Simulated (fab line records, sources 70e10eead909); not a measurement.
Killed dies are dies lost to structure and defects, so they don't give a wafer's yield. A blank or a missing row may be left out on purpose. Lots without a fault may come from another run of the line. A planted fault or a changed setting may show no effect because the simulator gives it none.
A struck lot beside a sound one | flow nand_harc | 14 steps out of a route of 1302
Sound: wafers L138.1, L138.4, L138.5. Struck: wafers L153.3, L153.4, L153.6. The cause comes at the end.
At each step with rows: each side's tool, then ch and its chambers, then its first start. Under that, the readings that differ: sound wafers | struck wafers | difference of the means | sigmas: that difference in standard deviations of wafers without a fault.
alike: readings whose means differ by less than 2 such deviations, and words and numbers that are the same on both sides. not compared: withheld readings, readings that some wafer has no value for, bounds like >300 that may hide the same value, and numbers for which the record gives no deviation and whose values overlap.
The two part at a step that has a row with sigmas, a row that says differs or no value, or rows on one side only. Numbers that don't overlap but have no deviation are shown without sigmas and don't part them. A reading that every wafer of one side lacks parts them only if that side has two wafers or more.

first, 5 steps without rows for these wafers: NHARC_A_SLIT_SOFTBAKE_04 (time 55 s); NHARC_A_SLIT_EBR_05; NHARC_A_SLIT_EXPOSE_06 (exposes mask SLIT); NHARC_A_SLIT_PEB_07 (peb time 65 s); NHARC_A_SLIT_DEVELOP_08 (develop time 35 s).
NHARC_A_SLIT_CD_MEAS_09: target cd 300 nm.
  sound on cd_sem-01 ch 0, day 22 05:19; struck on cd_sem-03 ch 0, day 27 16:45
  alike: cd_nm
NHARC_A_SLIT_OVL_MEAS_10:
  sound on overlay-02, day 22 05:25; struck on overlay-01, day 27 16:50
  reading           | sound       | struck         | difference | sigmas
  overlay_x_nm (nm) | 1.1 1.1 0.9 | -1.3 -1.0 -1.7 | -2.4       | -3
  alike: overlay_y_nm
NHARC_A_SLIT_INSPECT_11:
  sound on defect_inspect-01, day 22 05:27; struck on defect_inspect-02, day 27 16:52
  reading          | sound      | struck   | difference | sigmas
  raw_defect_count | 112 124 98 | 26 26 26 | -85        | -3
NHARC_A_SLIT_DESCUM_14: chemistry O2, time 3 s.
  sound on rie_diel-03 ch 0,1,2, day 22 05:31; struck on rie_diel-02 ch 1,2, day 27 17:00
  alike: drypump_motor_current_A, oes_product_au, rf_vpp_V, showerhead_plenum_p_Torr, throttle_valve_pct
  not compared: rf_hours_counter_h
NHARC_A_SLIT_ETCH_24: etches the open film in CF4/CHF3, target depth 121 nm, time 60.5 s.
  sound on rie_diel-03 ch 0,3, day 22 05:36; struck on rie_diel-02 ch 0,1,2, day 27 17:05
  alike: bias_w, cf4_flow_sccm, drypump_motor_current_A, oes_product_au, rf_vpp_V, showerhead_plenum_p_Torr, throttle_valve_pct
  not compared: rf_hours_counter_h
NHARC_A_SLIT_ETCH_15: etches the open film in O2/COS, target depth 6200 nm, time 1612 s.
  sound on rie_diel-03 ch 0,1,2; struck on rie_diel-02 ch 0,1,3
  alike: bias_w, chamber_pressure_mTorr, drypump_motor_current_A, oes_product_au, rf_vpp_V, showerhead_plenum_p_Torr, throttle_valve_pct
  not compared: rf_hours_counter_h
NHARC_A_SLIT_ETCH_17: etches the open film in C4F8/O2/Ar, time 4254.5 s, target depth 20300 nm.
  sound on har_etch-02 ch 0,1, day 22 06:46; struck on har_etch-02 ch 0,1, day 27 19:29
  alike: c4f8_flow_sccm, chamber_pressure_mTorr, drypump_motor_current_A, showerhead_plenum_p_Torr, throttle_valve_pct
  not compared: rf_hours_counter_h
NHARC_A_SLIT_ETCH_26: etches the open film in C4F8/O2/Ar, time 90 s, target depth 400 nm.
  sound on har_etch-02 ch 0,1, day 22 10:26; struck on har_etch-02 ch 0,1, day 27 21:59
  no value came back on the struck wafers for any of 5 readings (bias_v (V), c4f8_flow_sccm (sccm) and others); on the sound wafers bias_v (V) reads 400 400 399
  not compared: rf_hours_counter_h
then, 1 step without rows for these wafers: NHARC_A_SLIT_STRIP_28 (strips in O2/COS).

WHERE THEY PART
First at NHARC_A_SLIT_OVL_MEAS_10; last, within this record, at NHARC_A_SLIT_ETCH_26.

WHY: what the simulator had put in
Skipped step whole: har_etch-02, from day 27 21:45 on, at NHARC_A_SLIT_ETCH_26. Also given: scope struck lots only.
